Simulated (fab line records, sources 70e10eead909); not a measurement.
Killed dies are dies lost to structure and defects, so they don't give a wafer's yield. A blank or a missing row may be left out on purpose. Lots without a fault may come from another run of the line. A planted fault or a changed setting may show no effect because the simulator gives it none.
fab line records | flow nand_harc | part 1 of 2: steps 1 to 23 of 36
record lots=5 wafers=15 last_day=28
route steps=1302 shown A_SOURCE_PLATE@418 A_ONON_D1@424 A_CHANNEL_HOLE_D1@450
lots that met no fault: from a run of the same line without faults
start_h: hours from the record's first day to the start of the lot's first wafer shown | wait_h: hours since the lot's step before | " the same as in the row above | L1.1+2: a row that stands for several wafers | - no value, or no start given | * or withheld: withheld | < > ~ a bound
route shown NAME@n: a module of which the file shows steps, and the number in the route of the first | usual: mean/standard deviation of fault-free wafers | same: alike in all rows | chamber/n: place in a boat | sites: the reading at each site | _std_site: their standard deviation | _edge_site: outer sites' mean less inner sites' | radius_mm: how far each site lies from the wafer's centre | mask NAME#n: copy n | behind: the tool/chamber that last shaped the wafer | hold: why the lot was held/for how many hours/how that ended | device: the transistor (n, p or np) that didn't switch | end of line: the same wafers' tests at the end of the route | a step without rows: its recipe alone | killed: dies lost to structure and defects at the first sort, not the wafer's yield | map: a wafer's dies, x killed, . not, _ none there
set.NAME: the setting as run; set.NAME@STEP: as run at that earlier step | model.NAME: the simulator's own value behind a step, which no gauge read
lots at some steps of the route; a table a step, a row a wafer
services: from which hour (start_h, from the record's first day; less than 0 if before it) a tool's chamber was out of use, for how many hours, and why
## steps
# step NHARC_A_SOURCE_PLATE_CVD_03
# recipe target_thk_a=2000 temp_c=620 pressure_mtorr=200 time_s=4000 material=poly-Si
# usual spike_tc_centre_C=620.8/1.1 zone_power_top_pct=18.5/0.9
# columns lot.wafer tool chamber start_h wait_h spike_tc_centre_C zone_power_top_pct
L078.1 lpcvd_poly-03 0 193.22 - 622.4 18.7
L078.4 " 0 " " 620.5 18.7
L078.5 " 0 " " 621.7 18.7
L079.1 lpcvd_poly-03 0 209.38 - 622.1 18.6
L079.3 " 0 " " 621.8 18.8
L079.5 " 0 " " 620.5 18.8
L085.1 lpcvd_poly-03 0 259.83 - 620.9 18.8
L085.4 " 0 " " 621.3 19.1
L085.6 " 0 " " 622.9 18.7
L086.1 lpcvd_poly-03 0 271.19 - 620.1 18.5
L086.4 " 0 " " 620.9 18.9
L086.5 " 0 " " 619.9 19.0
L087.1 lpcvd_poly-01 0 278.47 - 622.1 17.7
L087.2 " 0 " " 620.7 17.6
L087.4 " 0 " " 620.9 18.1
# step NHARC_A_SOURCE_PLATE_ANNEAL_05
# recipe temp_c=850 time_s=1800
# usual spike_tc_centre_C=849.4/1.4 tube_center_temp_C_max=852.2/0.35 zone_power_top_pct=28.6/0.54
# columns lot.wafer tool chamber start_h wait_h spike_tc_centre_C tube_center_temp_C_max zone_power_top_pct
L078.1 furnace-02 0 199.23 2.9 846.9 852.8 29.1
L078.4 " 0 " " 850.2 852.3 29.2
L078.5 " 0 " " 848.6 852.3 28.9
L079.1 furnace-05 0 217.06 4.6 848.1 852.4 27.8
L079.3 " 0 " " 848.9 851.4 27.4
L079.5 " 0 " " 848.7 852.8 27.8
L085.1 furnace-02 0 267.17 4.2 848.9 852.0 28.9
L085.4 " 0 " " 847.8 852.4 29.1
L085.6 " 0 " " 848.8 852.4 29.0
L086.1 furnace-04 0 277.69 3.4 852.0 852.1 28.7
L086.4 " 0 " " 851.4 851.3 28.2
L086.5 " 0 " " 851.3 852.1 28.7
L087.1 furnace-04 0 285.01 3.4 851.4 852.1 28.6
L087.2 " 0 " " 847.9 851.8 28.5
L087.4 " 0 " " 852.1 852.8 28.1
# step NHARC_A_SOURCE_PLATE_THK_MEAS_06
# recipe thk_meas_gauge=ellipsometry
# usual thk_nm=199.3/2.2
# columns lot.wafer tool chamber start_h wait_h thk_nm
L078.1 film_metro-01 - 203.12 0.4 197.1
L078.4 " - " " 197.5
L078.5 " - " " 199.1
L079.1 film_metro-01 - 220.98 0.4 203.9
L079.3 " - " " 201.5
L079.5 " - " " 202.8
L085.1 film_metro-01 - 271.05 0.4 202.4
L085.4 " - " " 203.7
L085.6 " - " " 203.4
L086.1 film_metro-01 - 281.64 0.4 201.3
L086.4 " - " " 203.3
L086.5 " - " " 203.1
L087.1 film_metro-02 - 288.95 0.4 199.9
L087.2 " - " " 202.3
L087.4 " - " " 199.4
# step NHARC_A_SOURCE_PLATE_INSPECT_08
# usual raw_defect_count=54/19
# columns lot.wafer tool chamber start_h wait_h raw_defect_count
L078.1 defect_inspect-01 - 203.18 0.0 66
L078.4 " - " " 73
L078.5 " - " " 121
L079.1 defect_inspect-01 - 221.06 0.0 50
L079.3 " - " " 79
L079.5 " - " " 48
L085.1 defect_inspect-02 - 271.13 0.0 80
L085.4 " - " " 32
L085.6 " - " " 56
L086.1 defect_inspect-02 - 281.70 0.0 43
L086.4 " - " " 51
L086.5 " - " " 59
L087.1 defect_inspect-01 - 289.06 0.0 35
L087.2 " - " " 52
L087.4 " - " " 55
# step NHARC_A_ONON_D1_DEP_00
# recipe target_thk_a=10000 n2_flow_sccm=2750 n2o_flow_sccm=2000 nh3_flow_sccm=500 sih4_flow_sccm=210 temp_c=400
# usual n2_flow_sccm=2749/7.8 susceptor_temp_C=399.98/0.21
# columns lot.wafer tool chamber start_h wait_h n2_flow_sccm susceptor_temp_C
L078.1 pecvd_onon-02 0 203.25 0.1 2737 399.58
L078.4 " 0 " " 2758 400.10
L078.5 " 0 " " 2737 400.21
L079.1 pecvd_onon-04 0 221.13 0.1 2750 399.90
L079.3 " 0 " " 2758 400.06
L079.5 " 0 " " 2767 400.05
L085.1 pecvd_onon-04 0 271.20 0.1 2752 400.01
L085.4 " 0 " " 2755 400.04
L085.6 " 0 " " 2743 399.93
L086.1 pecvd_onon-04 0 281.79 0.1 2741 399.97
L086.4 " 0 " " 2746 399.92
L086.5 " 0 " " 2743 399.90
L087.1 pecvd_onon-03 0 289.13 0.1 2740 399.69
L087.2 " 0 " " 2744 399.83
L087.4 " 0 " " 2728 399.73
# step NHARC_A_ONON_D1_THK_MEAS_02
# recipe thk_meas_gauge=ellipsometry
# usual thk_nm=999/7.4
# columns lot.wafer tool chamber start_h wait_h thk_nm
L078.1 film_metro-01 - 203.75 - 1009
L078.4 " - " " 1008
L078.5 " - " " 1009
L079.1 film_metro-02 - 221.64 - 1007
L079.3 " - " " 1009
L079.5 " - " " 1006
L085.1 film_metro-01 - 271.71 - 986
L085.4 " - " " 987
L085.6 " - " " 987
L086.1 film_metro-02 - 282.30 - 999
L086.4 " - " " 999
L086.5 " - " " 999
L087.1 film_metro-01 - 289.64 - 990
L087.2 " - " " 990
L087.4 " - " " 991
# step NHARC_A_ONON_D1_DEP_03
# recipe target_thk_a=10000 n2_flow_sccm=2750 n2o_flow_sccm=2000 nh3_flow_sccm=500 sih4_flow_sccm=210 temp_c=400
# usual n2_flow_sccm=2752/8.3 susceptor_temp_C=399.99/0.22
# columns lot.wafer tool chamber start_h wait_h n2_flow_sccm susceptor_temp_C
L078.1 pecvd_onon-04 0 203.81 0.1 2755 399.99
L078.4 " 0 " " 2747 400.22
L078.5 " 0 " " 2757 399.86
L079.1 pecvd_onon-03 0 221.70 0.1 2734 400.32
L079.3 " 0 " " 2761 400.01
L079.5 " 0 " " 2753 400.29
L085.1 pecvd_onon-02 0 271.77 0.1 2745 400.23
L085.4 " 0 " " 2744 400.17
L085.6 " 0 " " 2744 400.26
L086.1 pecvd_onon-04 0 282.35 0.1 2733 400.04
L086.4 " 0 " " 2744 400.16
L086.5 " 0 " " 2741 399.82
L087.1 pecvd_onon-02 0 289.69 0.1 2748 399.95
L087.2 " 0 " " 2744 400.04
L087.4 " 0 " " 2751 400.15
# step NHARC_A_ONON_D1_THK_MEAS_05
# recipe thk_meas_gauge=ellipsometry
# usual thk_nm=1002/10
# columns lot.wafer tool chamber start_h wait_h thk_nm
L078.1 film_metro-02 - 204.32 - 1012
L078.4 " - " " 1013
L078.5 " - " " 1014
L079.1 film_metro-02 - 222.21 - 1003
L079.3 " - " " 1002
L079.5 " - " " 1003
L085.1 film_metro-01 - 272.27 - 1003
L085.4 " - " " 1002
L085.6 " - " " 1003
L086.1 film_metro-02 - 282.87 - 1004
L086.4 " - " " 1003
L086.5 " - " " 1004
L087.1 film_metro-01 - 290.20 - 1022
L087.2 " - " " 1022
L087.4 " - " " 1023
# step NHARC_A_ONON_D1_DEP_06
# recipe target_thk_a=10000 n2_flow_sccm=2750 n2o_flow_sccm=2000 nh3_flow_sccm=500 sih4_flow_sccm=210 temp_c=400
# usual n2_flow_sccm=2749/8.4 susceptor_temp_C=399.99/0.22
# columns lot.wafer tool chamber start_h wait_h n2_flow_sccm susceptor_temp_C
L078.1 pecvd_onon-03 0 204.37 0.1 2755 399.80
L078.4 " 0 " " 2747 399.77
L078.5 " 0 " " 2748 399.69
L079.1 pecvd_onon-02 0 222.26 0.1 2751 399.88
L079.3 " 0 " " 2743 400.07
L079.5 " 0 " " 2742 399.66
L085.1 pecvd_onon-03 0 272.33 0.1 2755 399.75
L085.4 " 0 " " 2756 399.82
L085.6 " 0 " " 2735 399.62
L086.1 pecvd_onon-04 0 282.93 0.1 2757 400.29
L086.4 " 0 " " 2747 400.21
L086.5 " 0 " " 2760 399.94
L087.1 pecvd_onon-04 0 290.25 0.1 2754 400.12
L087.2 " 0 " " 2759 400.37
L087.4 " 0 " " 2763 400.26
# step NHARC_A_ONON_D1_THK_MEAS_08
# recipe thk_meas_gauge=ellipsometry
# usual thk_nm=1001/9.5
# columns lot.wafer tool chamber start_h wait_h thk_nm
L078.1 film_metro-01 - 204.89 - 1009
L078.4 " - " " 1007
L078.5 " - " " 1010
L079.1 film_metro-02 - 222.78 - 988
L079.3 " - " " 987
L079.5 " - " " 989
L085.1 film_metro-02 - 272.83 - 1011
L085.4 " - " " 1012
L085.6 " - " " 1012
L086.1 film_metro-01 - 283.44 - 985
L086.4 " - " " 988
L086.5 " - " " 985
L087.1 film_metro-01 - 290.76 - 1005
L087.2 " - " " 1003
L087.4 " - " " 1005
# step NHARC_A_ONON_D1_DEP_09
# recipe target_thk_a=10000 n2_flow_sccm=2750 n2o_flow_sccm=2000 nh3_flow_sccm=500 sih4_flow_sccm=210 temp_c=400
# usual n2_flow_sccm=2750/7.8 susceptor_temp_C=399.98/0.22
# columns lot.wafer tool chamber start_h wait_h n2_flow_sccm susceptor_temp_C
L078.1 pecvd_onon-02 0 204.94 0.1 2760 399.81
L078.4 " 0 " " 2753 399.68
L078.5 " 0 " " 2754 399.95
L079.1 pecvd_onon-04 0 222.83 0.1 2743 400.09
L079.3 " 0 " " 2745 400.13
L079.5 " 0 " " 2749 400.02
L085.1 pecvd_onon-02 0 272.89 0.1 2736 400.14
L085.4 " 0 " " 2750 399.81
L085.6 " 0 " " 2749 400.10
L086.1 pecvd_onon-04 0 283.50 0.1 2745 399.72
L086.4 " 0 " " 2749 399.67
L086.5 " 0 " " 2755 400.04
L087.1 pecvd_onon-03 0 290.82 0.1 2733 399.91
L087.2 " 0 " " 2753 399.90
L087.4 " 0 " " 2751 400.00
# step NHARC_A_ONON_D1_THK_MEAS_11
# recipe thk_meas_gauge=ellipsometry
# usual thk_nm=1001/8.6
# columns lot.wafer tool chamber start_h wait_h thk_nm
L078.1 film_metro-02 - 205.45 - 1005
L078.4 " - " " 1004
L078.5 " - " " 1003
L079.1 film_metro-01 - 223.34 - 1010
L079.3 " - " " 1010
L079.5 " - " " 1009
L085.1 film_metro-02 - 273.40 - 1005
L085.4 " - " " 1005
L085.6 " - " " 1005
L086.1 film_metro-02 - 284.01 - 1003
L086.4 " - " " 1002
L086.5 " - " " 1003
L087.1 film_metro-01 - 291.33 - 1011
L087.2 " - " " 1012
L087.4 " - " " 1012
# step NHARC_A_ONON_D1_DEP_12
# recipe target_thk_a=10000 n2_flow_sccm=2750 n2o_flow_sccm=2000 nh3_flow_sccm=500 sih4_flow_sccm=210 temp_c=400
# usual n2_flow_sccm=2751/7.7 susceptor_temp_C=400.05/0.24
# columns lot.wafer tool chamber start_h wait_h n2_flow_sccm susceptor_temp_C
L078.1 pecvd_onon-03 0 205.51 0.1 2749 399.99
L078.4 " 0 " " 2737 399.71
L078.5 " 0 " " 2744 400.33
L079.1 pecvd_onon-03 0 223.39 0.1 2756 400.20
L079.3 " 0 " " 2758 399.37
L079.5 " 0 " " 2749 400.13
L085.1 pecvd_onon-04 0 273.46 0.1 2751 400.30
L085.4 " 0 " " 2752 400.08
L085.6 " 0 " " 2753 400.19
L086.1 pecvd_onon-04 0 284.07 0.1 2750 400.07
L086.4 " 0 " " 2746 399.98
L086.5 " 0 " " 2760 399.98
L087.1 pecvd_onon-02 0 291.38 0.1 2758 400.26
L087.2 " 0 " " 2748 400.05
L087.4 " 0 " " 2741 400.32
# step NHARC_A_ONON_D1_THK_MEAS_14
# recipe thk_meas_gauge=ellipsometry
# usual thk_nm=1002/8.5
# columns lot.wafer tool chamber start_h wait_h thk_nm
L078.1 film_metro-01 - 206.02 - 1003
L078.4 " - " " 1001
L078.5 " - " " 1004
L079.1 film_metro-01 - 223.90 - 1002
L079.3 " - " " 1003
L079.5 " - " " 1002
L085.1 film_metro-01 - 273.97 - 1009
L085.4 " - " " 1011
L085.6 " - " " 1009
L086.1 film_metro-01 - 284.58 - 993
L086.4 " - " " 993
L086.5 " - " " 994
L087.1 film_metro-01 - 291.89 - 1000
L087.2 " - " " 999
L087.4 " - " " 1000
# step NHARC_A_ONON_D1_ANNEAL_15
# recipe temp_c=750 time_s=3600
# usual spike_tc_centre_C=750.9/1.6 tube_center_temp_C_max=751.98/0.3 zone_power_top_pct=26.5/2.5
# columns lot.wafer tool chamber start_h wait_h spike_tc_centre_C tube_center_temp_C_max zone_power_top_pct
L078.1 furnace-06 0 209.41 3.4 752.0 751.48 28.3
L078.4 " 0 " " 751.6 751.89 28.3
L078.5 " 0 " " 752.7 751.79 28.2
L079.1 furnace-03 0 227.57 3.7 749.1 751.92 24.6
L079.3 " 0 " " 750.7 751.98 24.2
L079.5 " 0 " " 751.1 751.77 24.7
L085.1 furnace-07 0 277.61 3.6 747.2 751.98 22.2
L085.4 " 0 " " 748.4 751.87 22.0
L085.6 " 0 " " 749.5 751.56 22.1
L086.1 furnace-06 0 291.97 7.4 754.3 751.96 28.5
L086.4 " 0 " " 749.7 751.67 28.1
L086.5 " 0 " " 752.2 752.50 27.9
L087.1 furnace-06 0 291.97 0.1 751.8 751.91 28.1
L087.2 " 0 " " 751.7 751.86 28.7
L087.4 " 0 " " 751.0 751.71 28.5
# step NHARC_A_ONON_D1_DEP_16
# recipe target_thk_a=10000 n2_flow_sccm=2750 n2o_flow_sccm=2000 nh3_flow_sccm=500 sih4_flow_sccm=210 temp_c=400
# usual n2_flow_sccm=2750/7.8 susceptor_temp_C=400.02/0.19
# columns lot.wafer tool chamber start_h wait_h n2_flow_sccm susceptor_temp_C
L078.1 pecvd_onon-03 0 213.32 0.1 2759 399.79
L078.4 " 0 " " 2755 399.84
L078.5 " 0 " " 2756 399.93
L079.1 pecvd_onon-04 0 231.46 0.1 2743 399.92
L079.3 " 0 " " 2743 400.22
L079.5 " 0 " " 2756 399.72
L085.1 pecvd_onon-02 0 281.50 0.1 2749 399.80
L085.4 " 0 " " 2738 400.04
L085.6 " 0 " " 2737 400.16
L087.1 pecvd_onon-03 0 295.86 0.1 2755 400.13
L087.2 " 0 " " 2748 400.18
L087.4 " 0 " " 2748 399.97
L086.1 pecvd_onon-04 0 295.86 0.1 2752 399.75
L086.4 " 0 " " 2758 399.73
L086.5 " 0 " " 2744 399.93
# step NHARC_A_ONON_D1_THK_MEAS_18
# recipe thk_meas_gauge=ellipsometry
# usual thk_nm=1003/12
# columns lot.wafer tool chamber start_h wait_h thk_nm
L078.1 film_metro-01 - 213.83 - 1003
L078.4 " - " " 1003
L078.5 " - " " 1002
L079.1 film_metro-02 - 231.96 - 976
L079.3 " - " " 977
L079.5 " - " " 976
L085.1 film_metro-01 - 282.01 - 1005
L085.4 " - " " 1005
L085.6 " - " " 1005
L086.1 film_metro-01 - 296.36 - 989
L086.4 " - " " 989
L086.5 " - " " 988
L087.1 film_metro-02 - 296.37 - 1011
L087.2 " - " " 1010
L087.4 " - " " 1013
# step NHARC_A_ONON_D1_DEP_19
# recipe target_thk_a=10000 n2_flow_sccm=2750 n2o_flow_sccm=2000 nh3_flow_sccm=500 sih4_flow_sccm=210 temp_c=400
# usual n2_flow_sccm=2751/8.2 susceptor_temp_C=400.01/0.19
# columns lot.wafer tool chamber start_h wait_h n2_flow_sccm susceptor_temp_C
L078.1 pecvd_onon-04 0 213.88 0.1 2753 399.92
L078.4 " 0 " " 2755 399.93
L078.5 " 0 " " 2756 399.74
L079.1 pecvd_onon-02 0 232.10 0.1 2755 399.90
L079.3 " 0 " " 2748 400.11
L079.5 " 0 " " 2756 399.51
L085.1 pecvd_onon-02 0 282.06 0.1 2752 399.87
L085.4 " 0 " " 2754 399.80
L085.6 " 0 " " 2750 400.03
L086.1 pecvd_onon-02 0 296.42 0.1 2761 399.92
L086.4 " 0 " " 2769 399.96
L086.5 " 0 " " 2767 399.74
L087.1 pecvd_onon-04 0 296.42 0.1 2751 400.37
L087.2 " 0 " " 2758 399.91
L087.4 " 0 " " 2752 399.99
# step NHARC_A_ONON_D1_THK_MEAS_21
# recipe thk_meas_gauge=ellipsometry
# usual thk_nm=1001/13
# columns lot.wafer tool chamber start_h wait_h thk_nm
L078.1 film_metro-01 - 214.39 - 994
L078.4 " - " " 992
L078.5 " - " " 994
L079.1 film_metro-01 - 232.62 - 1007
L079.3 " - " " 1009
L079.5 " - " " 1006
L085.1 film_metro-01 - 282.56 - 996
L085.4 " - " " 996
L085.6 " - " " 998
L086.1 film_metro-02 - 296.93 - 1024
L086.4 " - " " 1022
L086.5 " - " " 1024
L087.1 film_metro-01 - 296.93 - 1006
L087.2 " - " " 1009
L087.4 " - " " 1008
# step NHARC_A_ONON_D1_DEP_22
# recipe target_thk_a=10000 n2_flow_sccm=2750 n2o_flow_sccm=2000 nh3_flow_sccm=500 sih4_flow_sccm=210 temp_c=400
# usual n2_flow_sccm=2749/7.4 susceptor_temp_C=399.99/0.24
# columns lot.wafer tool chamber start_h wait_h n2_flow_sccm susceptor_temp_C
L078.1 pecvd_onon-02 0 214.45 0.1 2750 400.43
L078.4 " 0 " " 2739 400.51
L078.5 " 0 " " 2750 400.14
L079.1 pecvd_onon-04 0 232.68 0.1 2744 399.91
L079.3 " 0 " " 2745 400.15
L079.5 " 0 " " 2740 399.65
L085.1 pecvd_onon-02 0 282.62 0.1 2751 400.12
L085.4 " 0 " " 2751 400.00
L085.6 " 0 " " 2748 400.49
L086.1 pecvd_onon-03 0 296.98 0.1 2748 400.39
L086.4 " 0 " " 2742 400.24
L086.5 " 0 " " 2738 400.23
L087.1 pecvd_onon-02 0 296.99 0.1 2746 400.05
L087.2 " 0 " " 2758 400.37
L087.4 " 0 " " 2746 399.90
# step NHARC_A_ONON_D1_THK_MEAS_24
# recipe thk_meas_gauge=ellipsometry
# usual thk_nm=998/6.8
# columns lot.wafer tool chamber start_h wait_h thk_nm
L078.1 film_metro-01 - 214.96 - 998
L078.4 " - " " 1001
L078.5 " - " " 1001
L079.1 film_metro-01 - 233.18 - 994
L079.3 " - " " 994
L079.5 " - " " 994
L085.1 film_metro-01 - 283.13 - 986
L085.4 " - " " 982
L085.6 " - " " 983
L087.1 film_metro-01 - 297.49 - 999
L087.2 " - " " 998
L087.4 " - " " 996
L086.1 film_metro-02 - 297.49 - 1004
L086.4 " - " " 1006
L086.5 " - " " 1005
# step NHARC_A_ONON_D1_DEP_25
# recipe target_thk_a=10000 n2_flow_sccm=2750 n2o_flow_sccm=2000 nh3_flow_sccm=500 sih4_flow_sccm=210 temp_c=400
# usual n2_flow_sccm=2751/7.7 susceptor_temp_C=400.00/0.22
# columns lot.wafer tool chamber start_h wait_h n2_flow_sccm susceptor_temp_C
L078.1 pecvd_onon-03 0 215.01 0.1 2758 399.97
L078.4 " 0 " " 2744 400.13
L078.5 " 0 " " 2757 399.96
L079.1 pecvd_onon-02 0 233.24 0.1 2740 399.92
L079.3 " 0 " " 2750 399.83
L079.5 " 0 " " 2743 400.04
L085.1 pecvd_onon-02 0 283.18 0.1 2747 399.98
L085.4 " 0 " " 2741 399.79
L085.6 " 0 " " 2760 400.25
L087.1 pecvd_onon-02 0 297.55 0.1 2758 399.84
L087.2 " 0 " " 2765 400.48
L087.4 " 0 " " 2752 400.09
L086.1 pecvd_onon-03 0 297.55 0.1 2740 400.08
L086.4 " 0 " " 2752 399.86
L086.5 " 0 " " 2742 400.04
# step NHARC_A_ONON_D1_THK_MEAS_27
# recipe thk_meas_gauge=ellipsometry
# usual thk_nm=999/8.2
# columns lot.wafer tool chamber start_h wait_h thk_nm
L078.1 film_metro-01 - 215.52 - 992
L078.4 " - " " 992
L078.5 " - " " 991
L079.1 film_metro-01 - 233.75 - 995
L079.3 " - " " 995
L079.5 " - " " 995
L085.1 film_metro-02 - 283.69 - 996
L085.4 " - " " 997
L085.6 " - " " 996
L087.1 film_metro-02 - 298.06 - 998
L087.2 " - " " 997
L087.4 " - " " 999
L086.1 film_metro-01 - 298.07 - 1012
L086.4 " - " " 1012
L086.5 " - " " 1012
